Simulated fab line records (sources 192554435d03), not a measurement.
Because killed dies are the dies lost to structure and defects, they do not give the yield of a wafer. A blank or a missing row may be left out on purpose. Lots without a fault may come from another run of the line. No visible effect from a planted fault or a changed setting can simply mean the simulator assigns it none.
Split-lot experiment | flow n5Finfet | 39 wafers read from 7 lots, route of 1938 steps

## ABOUT THE SPLIT
At N5_DUMMY_GATE_EXPOSE_12 (exposes mask GATE, target cd 25 nm), the setting doseMj was moved away from the recipe's 34 on 12 of the 39 wafers read, by -4.4% to +7.7%. This setting was run at the recipe's value on the other wafers.

## FROM THE SPLIT TO THE READING: what the file shows between them, 2 steps
- N5_DUMMY_GATE_PEB_13: peb time 60 s
- N5_DUMMY_GATE_DEVELOP_14: develop time 30 s

## THE READING
cdNm (nm) at N5_DUMMY_GATE_CD_MEAS_15, where the cd target is 25.8 nm. Typical for fault-free wafers on this fab line: 24.97 nm, with standard deviation 0.25 nm.

wafer  | tool, chamber at the split | doseMj as run | against the recipe | cdNm, nm | against lot-mates on the recipe
L074.3 | euvScanner-02, 0           | 34            | recipe             | 24.91    | -
L074.4 | euvScanner-02, 0           | 34            | recipe             | 24.85    | -
L074.6 | euvScanner-02, 0           | 34            | recipe             | 25.10    | -
L077.1 | euvScanner-02, 0           | 32.5          | -4.4%              | 25.92    | +1.24
L077.2 | euvScanner-02, 0           | 32.5          | -4.4%              | 25.55    | +0.87
L077.3 | euvScanner-02, 0           | 32.5          | -4.4%              | 25.57    | +0.89
L077.4 | euvScanner-02, 0           | 34            | recipe             | 24.83    | -
L077.5 | euvScanner-02, 0           | 34            | recipe             | 24.75    | -
L077.6 | euvScanner-02, 0           | 34            | recipe             | 24.47    | -
L084.1 | euvScanner-02, 0           | 34            | recipe             | 25.20    | -
L084.2 | euvScanner-02, 0           | 34            | recipe             | 25.00    | -
L084.3 | euvScanner-02, 0           | 34            | recipe             | 25.22    | -
L084.4 | euvScanner-02, 0           | 34            | recipe             | 24.66    | -
L084.5 | euvScanner-02, 0           | 34            | recipe             | 25.47    | -
L084.6 | euvScanner-02, 0           | 34            | recipe             | 24.79    | -
L086.1 | euvScanner-01, 0           | 36.32         | +6.8%              | 23.28    | -1.36
L086.2 | euvScanner-01, 0           | 34            | recipe             | 24.42    | -
L086.3 | euvScanner-01, 0           | 34            | recipe             | 24.88    | -
L086.4 | euvScanner-01, 0           | 34            | recipe             | 24.62    | -
L086.5 | euvScanner-01, 0           | 36.32         | +6.8%              | 23.07    | -1.57
L086.6 | euvScanner-01, 0           | 36.32         | +6.8%              | 23.20    | -1.44
L088.1 | euvScanner-02, 0           | 34            | recipe             | 24.91    | -
L088.2 | euvScanner-02, 0           | 34            | recipe             | 24.91    | -
L088.3 | euvScanner-02, 0           | 34            | recipe             | 25.18    | -
L088.4 | euvScanner-02, 0           | 34            | recipe             | 25.02    | -
L088.5 | euvScanner-02, 0           | 34            | recipe             | 25.34    | -
L088.6 | euvScanner-02, 0           | 34            | recipe             | 25.20    | -
L091.1 | euvScanner-01, 0           | 36.62         | +7.7%              | 23.69    | -1.21
L091.2 | euvScanner-01, 0           | 34            | recipe             | 24.94    | -
L091.3 | euvScanner-01, 0           | 36.62         | +7.7%              | 23.54    | -1.36
L091.4 | euvScanner-01, 0           | 36.62         | +7.7%              | 23.42    | -1.48
L091.5 | euvScanner-01, 0           | 34            | recipe             | 24.96    | -
L091.6 | euvScanner-01, 0           | 34            | recipe             | 24.80    | -
L093.1 | euvScanner-01, 0           | 34            | recipe             | 25.15    | -
L093.2 | euvScanner-01, 0           | 34            | recipe             | 24.63    | -
L093.3 | euvScanner-01, 0           | 34.91         | +2.7%              | 24.11    | -0.70
L093.4 | euvScanner-01, 0           | 34.91         | +2.7%              | 24.05    | -0.76
L093.5 | euvScanner-01, 0           | 34.91         | +2.7%              | 24.37    | -0.44
L093.6 | euvScanner-01, 0           | 34            | recipe             | 24.64    | -

THE FIT
A straight line over all 39 wafers: cdNm changes by -0.206 nm for each +1% of doseMj; r = -0.93; the points scatter about the line by 0.26 nm.
The same after taking each lot's own level away (the mean of its wafers on the recipe; 39 wafers): -0.2 nm for each +1%; r = -0.95; scatter 0.2 nm.
Per that fit: largest doseMj move, reading shift of 1.5 nm.
The lots' own levels span 24.640 to 25.093 nm, that is 1.8 times the standard deviation above.
The two slopes agree, so the slope changes little with the lot-to-lot level.
Check: with one of the wafers moved furthest among these (+7.7%) left out of the fit, the line predicts -1.59 nm for it against its lot-mates. It came out at -1.21 nm against them.

## OTHER SPLITS APPLIED TO THESE WAFERS
Note: prior to the reading, these wafers also went through further splits. Each is held against what the fit with the lots' levels taken away leaves over:
other split on the same wafers           | wafers away from the commonest value | r with cdNm (lot level and that fit taken away)
N5_FIN_SAQP_HM_DEP_03 targetThkA         | 12                                   | -0.05
N5_FIN_SAQP_MANDREL_ETCH_22 targetDepthA | 18                                   | -0.16
N5_FIN_CUT_CUT_ETCH_26 targetDepthA      | 18                                   | -0.02

## THE WHOLE CHAIN: every reading that the file lists as answering this split, in the file's order
step                     | what it does                             | reading                                                          | change (the file's fit)               | r (the file's)
N5_DUMMY_GATE_CD_MEAS_15 | target cd 25.8 nm                        | cdNm                                                             | -0.2 nm for each +1% of the setting   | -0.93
N5_DUMMY_GATE_TRIM_49    | chemistry O2, time 29 s, target cd 14 nm | DUMMY_GATE.cdNm (the simulator's own value, which no gauge read) | -0.189 nm for each +1% of the setting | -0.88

## THE FILE'S OWN FIT
cdNm changes by -0.2 nm for each +1% of doseMj, r = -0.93.
